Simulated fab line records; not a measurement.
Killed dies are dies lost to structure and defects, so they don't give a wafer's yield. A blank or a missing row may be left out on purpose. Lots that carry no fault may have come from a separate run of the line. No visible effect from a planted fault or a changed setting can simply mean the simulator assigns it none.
Chamber matching -- flow n5Finfet -- aldSin-01 running N5_BEOL_M4_ALD_98: 4 sister chambers
The step deposits SiO2, target thk 2.5 nm, pulse time 1 s, co reactant pulse time 1 s. 8 wafers are shown with their chamber, then 8 later ones without.

## EACH WAFER AND ITS CHAMBER
wafer,chamber,heaterPowerW (W),precursorPulseHeightRel
L075.3,3,76,0.999
L079.6,1,82,1.020
L086.4,2,83,0.997
L086.6,0,68,1.018
L088.1,2,83,1.000
L088.5,0,67,0.999
L088.6,1,82,0.982
L090.2,3,78,1.016

## WAFERS MISSING THEIR CHAMBER
wafer,heaterPowerW (W),precursorPulseHeightRel
L090.4,81,1.031
L090.5,83,0.965
L095.4,66,1.010
L095.5,67,0.972
L095.6,78,1.024
L097.1,77,0.977
L097.4,83,1.041
L097.5,81,0.984

## EACH ONE'S CHAMBER
wafer,from the rows above,in truth
L090.4,can't be placed: 1 or 2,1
L090.5,can't be placed: 2 or 1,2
L095.4,0,0
L095.5,0,0
L095.6,3,3
L097.1,3,3
L097.4,can't be placed: 2 or 1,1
L097.5,can't be placed: 1 or 2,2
Correct placement for 4 of the 8. Not placeable from these rows: 4 (in 4, the candidates include the true chamber). Number placed wrongly: 0.
How it was worked out, from the rows above alone: a wafer's distance from a chamber is the root of the sum, over the readings, of the square of ((its reading less the chamber's mean) divided by the reading's scatter). If the next closest chamber is less than 2 further off than the closest, the wafer can't be placed; otherwise it belongs to the closest. Each chamber's mean is taken over the wafers shown for it. The scatter is the square root of a quotient: the sum, over the shown wafers, of each reading's squared deviation from its chamber's mean, divided by wafers minus chambers.
